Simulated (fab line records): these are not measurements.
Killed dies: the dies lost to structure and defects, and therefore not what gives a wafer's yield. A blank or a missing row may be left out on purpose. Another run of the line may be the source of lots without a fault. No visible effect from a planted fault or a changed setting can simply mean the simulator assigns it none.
The tool behind it: which one? :: flow nand-harc :: 12 lots, 36 wafers sampled, at 5 steps of a route of 1302

== WHAT EACH GAUGE READ, for each wafer ==
NHARC_P_M0_THK_MEAS_24: measures by xrf.
lot: L149
measured: day 6 21:24
on: film-metro-01
thk-nm (nm): 118.7 115.5 120.4

lot: L152
measured: day 8 09:26
on: film-metro-02
thk-nm (nm): 118.5 117.5 119.8

lot: L153
measured: day 8 16:38
on: film-metro-02
thk-nm (nm): 118.7 118.8 117.9

lot: L159
measured: day 11 07:58
on: film-metro-02
thk-nm (nm): 117.8 115.7 117.7

lot: L161
measured: day 12 06:57
on: film-metro-01
thk-nm (nm): 117.7 118.4 116.9

lot: L162
measured: day 12 08:35
on: film-metro-02
thk-nm (nm): 118.2 117.4 120.8

lot: L163
measured: day 12 22:40
on: film-metro-02
thk-nm (nm): 117.8 117.4 118.7

lot: L164
measured: day 13 12:38
on: film-metro-01
thk-nm (nm): 117.6 121.4 122.4

lot: L165
measured: day 13 18:06
on: film-metro-01
thk-nm (nm): 119.5 120.0 114.2

lot: L166
measured: day 14 08:54
on: film-metro-01
thk-nm (nm): 117.5 119.9 115.6

lot: L167
measured: day 14 14:29
on: film-metro-01
thk-nm (nm): 119.7 118.1 121.1

lot: L170
measured: day 15 22:06
on: film-metro-01
thk-nm (nm): 116.8 112.6 117.7

NHARC_END_SORT_01.
lot: L159
measured: day 30 10:35
on: prober-02
defect-limited-yield (%): 90.1
killed-at-array: 61
killed-at-other: 0
killed-at-periphery: 6
killed-dies: 67
killed-open: 3
killed-short: 6

lot: L161
measured: day 30 10:31
on: prober-01
defect-limited-yield (%): 92.6 89.7 88.0
killed-at-array: 47 60 76
killed-at-other: 0 4 3
killed-at-periphery: 3 6 2
killed-dies: 50 70 81
killed-open: 2 6 5
killed-short: 1 4 2

== TOOL THAT RAN EACH LOT (tool first, then ch and the chambers of the sampled wafers, then the start) ==
lot: L149
NHARC_P_M0_STRIP_18: rie-diel-12 ch 2,3, day 6 19:26
NHARC_P_M1_SOFTBAKE_04: litho-track-06 ch 0, day 6 22:00
NHARC_P_M1_ETCH_35: rie-diel-02 ch 0,2,3, day 6 23:13

lot: L152
NHARC_P_M0_STRIP_18: rie-diel-03 ch 0,2, day 8 07:26
NHARC_P_M1_SOFTBAKE_04: litho-track-04 ch 0, day 8 10:00
NHARC_P_M1_ETCH_35: rie-diel-02 ch 0,2,3, day 8 11:06

lot: L153
NHARC_P_M0_STRIP_18: rie-diel-08 ch 0,1,3, day 8 14:43
NHARC_P_M1_SOFTBAKE_04: litho-track-04 ch 0, day 8 17:00
NHARC_P_M1_ETCH_35: rie-diel-07 ch 0,2,3, day 8 18:20

lot: L159
NHARC_P_M0_STRIP_18: rie-diel-03 ch 1,2,3, day 11 06:01
NHARC_P_M1_SOFTBAKE_04: litho-track-04 ch 0, day 11 09:00
NHARC_P_M1_ETCH_35: rie-diel-01 ch 0,1,2, day 11 09:56

lot: L161
NHARC_P_M0_STRIP_18: rie-diel-12 ch 0,3, day 12 05:02
NHARC_P_M1_SOFTBAKE_04: litho-track-04 ch 0, day 12 08:00
NHARC_P_M1_ETCH_35: rie-diel-02 ch 1,2,3, day 12 09:05

lot: L162
NHARC_P_M0_STRIP_18: rie-diel-03 ch 1,2,3, day 12 06:40
NHARC_P_M1_SOFTBAKE_04: litho-track-04 ch 0, day 12 09:00
NHARC_P_M1_ETCH_35: rie-diel-01 ch 1,2, day 12 10:29

lot: L163
NHARC_P_M0_STRIP_18: rie-diel-12 ch 0,1, day 12 20:37
NHARC_P_M1_SOFTBAKE_04: litho-track-04 ch 0, day 12 23:00
NHARC_P_M1_ETCH_35: rie-diel-01 ch 0,1, day 13 00:22

lot: L164
NHARC_P_M0_STRIP_18: rie-diel-03 ch 0,1, day 13 10:39
NHARC_P_M1_SOFTBAKE_04: litho-track-01 ch 0, day 13 13:00
NHARC_P_M1_ETCH_35: rie-diel-02 ch 0,1,2, day 13 14:28

lot: L165
NHARC_P_M0_STRIP_18: rie-diel-12 ch 0,1,3, day 13 16:11
NHARC_P_M1_SOFTBAKE_04: litho-track-04 ch 0, day 13 19:00
NHARC_P_M1_ETCH_35: rie-diel-02 ch 0,2,3, day 13 19:55

lot: L166
NHARC_P_M0_STRIP_18: rie-diel-03 ch 1,2,3, day 14 06:58
NHARC_P_M1_SOFTBAKE_04: litho-track-06 ch 0, day 14 10:00
NHARC_P_M1_ETCH_35: rie-diel-01 ch 0,1,2, day 14 10:43

lot: L167
NHARC_P_M0_STRIP_18: rie-diel-08 ch 1,2, day 14 12:32
NHARC_P_M1_SOFTBAKE_04: litho-track-06 ch 0, day 14 15:00
NHARC_P_M1_ETCH_35: rie-diel-02 ch 1,2,3, day 14 16:11

lot: L170
NHARC_P_M0_STRIP_18: rie-diel-12 ch 0,1, day 15 20:06
NHARC_P_M1_SOFTBAKE_04: litho-track-01 ch 0, day 15 23:00
NHARC_P_M1_ETCH_35: rie-diel-02 ch 0,3, day 15 23:54
- NHARC_P_M0_STRIP_18: strips in N2/H2.
- NHARC_P_M1_SOFTBAKE_04: time 55 s.
- NHARC_P_M1_ETCH_35: etches the open film in N2/H2, target depth 40 nm, overetch 12 nm, time 43.94 s.

== WHAT THE TOOLS THEMSELVES READ (means of the sampled wafers that have a number; where no wafer has one, the mark that the record gives instead) ==
NHARC_P_M0_STRIP_18.
lot: L149
tool: rie-diel-12
drypump-motor-current-A (A): 6.0
n2-flow-sccm (sccm): 149.5
oes-product-au (a.u.): 0.997
rf-vpp-V (V): 90.6
showerhead-plenum-p-Torr (Torr): 2.12
throttle-valve-pct (%): 14.171

lot: L152
tool: rie-diel-03
drypump-motor-current-A (A): 5.8
n2-flow-sccm (sccm): 150.4
oes-product-au (a.u.): 0.997
rf-vpp-V (V): 89.7
showerhead-plenum-p-Torr (Torr): 1.93
throttle-valve-pct (%): 14.171

lot: L153
tool: rie-diel-08
drypump-motor-current-A (A): 5.9
n2-flow-sccm (sccm): 150.0
oes-product-au (a.u.): 1.007
rf-vpp-V (V): 90.3
showerhead-plenum-p-Torr (Torr): 2.02
throttle-valve-pct (%): 14.175

lot: L159
tool: rie-diel-03
drypump-motor-current-A (A): 5.4
n2-flow-sccm (sccm): 150.0
oes-product-au (a.u.): 1.003
rf-vpp-V (V): 89.8
showerhead-plenum-p-Torr (Torr): 2.04
throttle-valve-pct (%): 14.170

lot: L161
tool: rie-diel-12
drypump-motor-current-A (A): 5.9
n2-flow-sccm (sccm): 150.2
oes-product-au (a.u.): 0.995
rf-vpp-V (V): 90.6
showerhead-plenum-p-Torr (Torr): 2.04
throttle-valve-pct (%): 14.168

lot: L162
tool: rie-diel-03
drypump-motor-current-A (A): 5.4
n2-flow-sccm (sccm): 150.4
oes-product-au (a.u.): 0.996
rf-vpp-V (V): 90.6
showerhead-plenum-p-Torr (Torr): 2.04
throttle-valve-pct (%): 14.174

lot: L163
tool: rie-diel-12
drypump-motor-current-A (A): 5.7
n2-flow-sccm (sccm): 149.7
oes-product-au (a.u.): 1.001
rf-vpp-V (V): 91.4
showerhead-plenum-p-Torr (Torr): 1.99
throttle-valve-pct (%): 14.163

lot: L164
tool: rie-diel-03
drypump-motor-current-A (A): 5.3
n2-flow-sccm (sccm): 150.6
oes-product-au (a.u.): 0.995
rf-vpp-V (V): 90.7
showerhead-plenum-p-Torr (Torr): 1.96
throttle-valve-pct (%): 14.170

lot: L165
tool: rie-diel-12
drypump-motor-current-A (A): 5.8
n2-flow-sccm (sccm): 149.9
oes-product-au (a.u.): 0.994
rf-vpp-V (V): 90.7
showerhead-plenum-p-Torr (Torr): 2.03
throttle-valve-pct (%): 14.172

lot: L166
tool: rie-diel-03
drypump-motor-current-A (A): 5.4
n2-flow-sccm (sccm): 149.7
oes-product-au (a.u.): 0.981
rf-vpp-V (V): 89.8
showerhead-plenum-p-Torr (Torr): 2.04
throttle-valve-pct (%): 14.172

lot: L167
tool: rie-diel-08
drypump-motor-current-A (A): 5.6
n2-flow-sccm (sccm): 149.9
oes-product-au (a.u.): 0.987
rf-vpp-V (V): 89.8
showerhead-plenum-p-Torr (Torr): 2.01
throttle-valve-pct (%): 14.170

lot: L170
tool: rie-diel-12
drypump-motor-current-A (A): 5.7
n2-flow-sccm (sccm): 150.1
oes-product-au (a.u.): 0.979
rf-vpp-V (V): 90.8
showerhead-plenum-p-Torr (Torr): 1.99
throttle-valve-pct (%): 14.170

NHARC_P_M1_SOFTBAKE_04.
lot: L149
tool: litho-track-06
heater-power-total-W (W): 188.52

lot: L152
tool: litho-track-04
heater-power-total-W (W): 193.91

lot: L153
tool: litho-track-04
heater-power-total-W (W): 193.98

lot: L159
tool: litho-track-04
heater-power-total-W (W): 188.57

lot: L161
tool: litho-track-04
heater-power-total-W (W): 188.43

lot: L162
tool: litho-track-04
heater-power-total-W (W): 188.42

lot: L163
tool: litho-track-04
heater-power-total-W (W): 188.55

lot: L164
tool: litho-track-01
heater-power-total-W (W): 188.48

lot: L165
tool: litho-track-04
heater-power-total-W (W): 188.40

lot: L166
tool: litho-track-06
heater-power-total-W (W): 188.43

lot: L167
tool: litho-track-06
heater-power-total-W (W): 188.43

lot: L170
tool: litho-track-01
heater-power-total-W (W): 188.38

NHARC_P_M1_ETCH_35.
lot: L149
tool: rie-diel-02
drypump-motor-current-A (A): 5.5
n2-flow-sccm (sccm): 149.6
oes-product-au (a.u.): 0.986
rf-vpp-V (V): 431.7
showerhead-plenum-p-Torr (Torr): 2.09
throttle-valve-pct (%): 14.177

lot: L152
tool: rie-diel-02
drypump-motor-current-A (A): 5.4
n2-flow-sccm (sccm): 150.1
oes-product-au (a.u.): 0.994
rf-vpp-V (V): 431.8
showerhead-plenum-p-Torr (Torr): 2.09
throttle-valve-pct (%): 14.176

lot: L153
tool: rie-diel-07
drypump-motor-current-A (A): 5.6
n2-flow-sccm (sccm): 149.6
oes-product-au (a.u.): 1.004
rf-vpp-V (V): 430.0
showerhead-plenum-p-Torr (Torr): 2.02
throttle-valve-pct (%): 14.182

lot: L159
tool: rie-diel-01
drypump-motor-current-A (A): 5.7
n2-flow-sccm (sccm): 150.5
oes-product-au (a.u.): 1.001
rf-vpp-V (V): 428.9
showerhead-plenum-p-Torr (Torr): 1.99
throttle-valve-pct (%): 14.177

lot: L161
tool: rie-diel-02
drypump-motor-current-A (A): 5.8
n2-flow-sccm (sccm): 150.4
oes-product-au (a.u.): 1.021
rf-vpp-V (V): 430.7
showerhead-plenum-p-Torr (Torr): 2.06
throttle-valve-pct (%): 14.164

lot: L162
tool: rie-diel-01
drypump-motor-current-A (A): 5.5
n2-flow-sccm (sccm): 149.9
oes-product-au (a.u.): 0.997
rf-vpp-V (V): 429.9
showerhead-plenum-p-Torr (Torr): 2.01
throttle-valve-pct (%): 14.174

lot: L163
tool: rie-diel-01
drypump-motor-current-A (A): 6.0
n2-flow-sccm (sccm): 150.0
oes-product-au (a.u.): 1.019
rf-vpp-V (V): 429.2
showerhead-plenum-p-Torr (Torr): 2.00
throttle-valve-pct (%): 14.171

lot: L164
tool: rie-diel-02
drypump-motor-current-A (A): 5.6
n2-flow-sccm (sccm): 149.7
oes-product-au (a.u.): 1.006
rf-vpp-V (V): 429.3
showerhead-plenum-p-Torr (Torr): 2.01
throttle-valve-pct (%): 14.173

lot: L165
tool: rie-diel-02
drypump-motor-current-A (A): 5.5
n2-flow-sccm (sccm): 149.5
oes-product-au (a.u.): 1.006
rf-vpp-V (V): 432.0
showerhead-plenum-p-Torr (Torr): 2.09
throttle-valve-pct (%): 14.171

lot: L166
tool: rie-diel-01
drypump-motor-current-A (A): 5.7
n2-flow-sccm (sccm): 150.2
oes-product-au (a.u.): 1.000
rf-vpp-V (V): 429.1
showerhead-plenum-p-Torr (Torr): 1.98
throttle-valve-pct (%): 14.167

lot: L167
tool: rie-diel-02
drypump-motor-current-A (A): 5.8
n2-flow-sccm (sccm): 150.5
oes-product-au (a.u.): 1.007
rf-vpp-V (V): 431.2
showerhead-plenum-p-Torr (Torr): 2.06
throttle-valve-pct (%): 14.175

lot: L170
tool: rie-diel-02
drypump-motor-current-A (A): 5.6
n2-flow-sccm (sccm): 149.4
oes-product-au (a.u.): 1.009
rf-vpp-V (V): 432.5
showerhead-plenum-p-Torr (Torr): 2.09
throttle-valve-pct (%): 14.170

== THE ANSWER, worked out from the rows above alone ==
Rule: the usual values come from the lots themselves. The widest of any qualifying gaps counts: lots, ordered by their means at a reading, are off when they make up no more than a third of the lots, leave a main group of 4 or more, and stand apart from it by 3 or more times the standard deviation of that group's means. A main group is skipped when, at the precision printed for the reading in the tables above, its means are all equal. A lot without any number at a reading at which 4 lots or more have one is off too. All remaining lots with rows at the step are treated as sound. Order of review: gauges by route order, followed by the tools' own readings, for which a lot's mean as printed above is used. The first step at which some lot is off is used, and at that step the reading that is off furthest; a lot without a number counts as furthest.
Off, at NHARC_P_M1_SOFTBAKE_04 on heater-power-total-W: L152, L153. For the main group the mean is 188.46 W and the standard deviation 0.062.
If a tool, at that step or one of the process steps before it, ran each lot that is off and ran no sound lot following the first of them, it fits. None of those tried fits.

== WHAT WAS PUT IN BY THE SIMULATOR ==
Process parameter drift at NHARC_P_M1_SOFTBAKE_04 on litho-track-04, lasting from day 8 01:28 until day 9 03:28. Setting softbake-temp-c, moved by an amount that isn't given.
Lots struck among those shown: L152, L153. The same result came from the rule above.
